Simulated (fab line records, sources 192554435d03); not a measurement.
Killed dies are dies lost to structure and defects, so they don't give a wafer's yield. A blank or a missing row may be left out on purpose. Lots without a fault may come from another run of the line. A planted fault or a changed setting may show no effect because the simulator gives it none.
Chamber matching | flow n5_finfet | N5_BEOL_M10_CURE_72 on uv_cure-03: 3 sister chambers
The step cures SiCOH lowk, time 120 s. 3 wafers are shown with their chamber, then 9 later ones without.

WAFERS WITH THEIR CHAMBER
wafer  | chamber | wafer_temp_C_max
L077.5 | 0       | 371.2
L084.6 | 2       | 371.7
L089.5 | 1       | 371.7

WAFERS WITHOUT THEIR CHAMBER
wafer  | wafer_temp_C_max
L097.2 | 371.2
L097.4 | 371.7
L097.6 | 371.5
L096.2 | 370.9
L096.3 | 371.3
L096.5 | 371.5
L095.3 | 371.0
L095.4 | 371.1
L095.5 | 370.8

WHICH CHAMBER EACH WENT THROUGH
wafer  | from the rows above          | in truth
L097.2 | 0                            | 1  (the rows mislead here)
L097.4 | can't be placed: 1 or 2      | 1
L097.6 | can't be placed: 1 or 2 or 0 | 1
L096.2 | 0                            | 0
L096.3 | can't be placed: 0 or 1 or 2 | 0
L096.5 | can't be placed: 1 or 2 or 0 | 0
L095.3 | 0                            | 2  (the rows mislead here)
L095.4 | 0                            | 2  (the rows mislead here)
L095.5 | 0                            | 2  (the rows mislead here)
Placed correctly: 1 of 9. Can't be placed from these rows: 4 (the true chamber is among the candidates in 4). Placed wrongly: 4.
How it was worked out, from the rows above alone: a wafer's distance from a chamber is the root of the sum, over the readings, of the square of ((its reading less the chamber's mean) divided by the reading's scatter). The wafer belongs to the nearest chamber; if the next one is less than 2 further off, it can't be placed. A chamber's mean is the mean of its shown wafers. The scatter: with one shown wafer a chamber, the root of the mean of the squares of how far each hidden wafer lies from its nearest shown one.
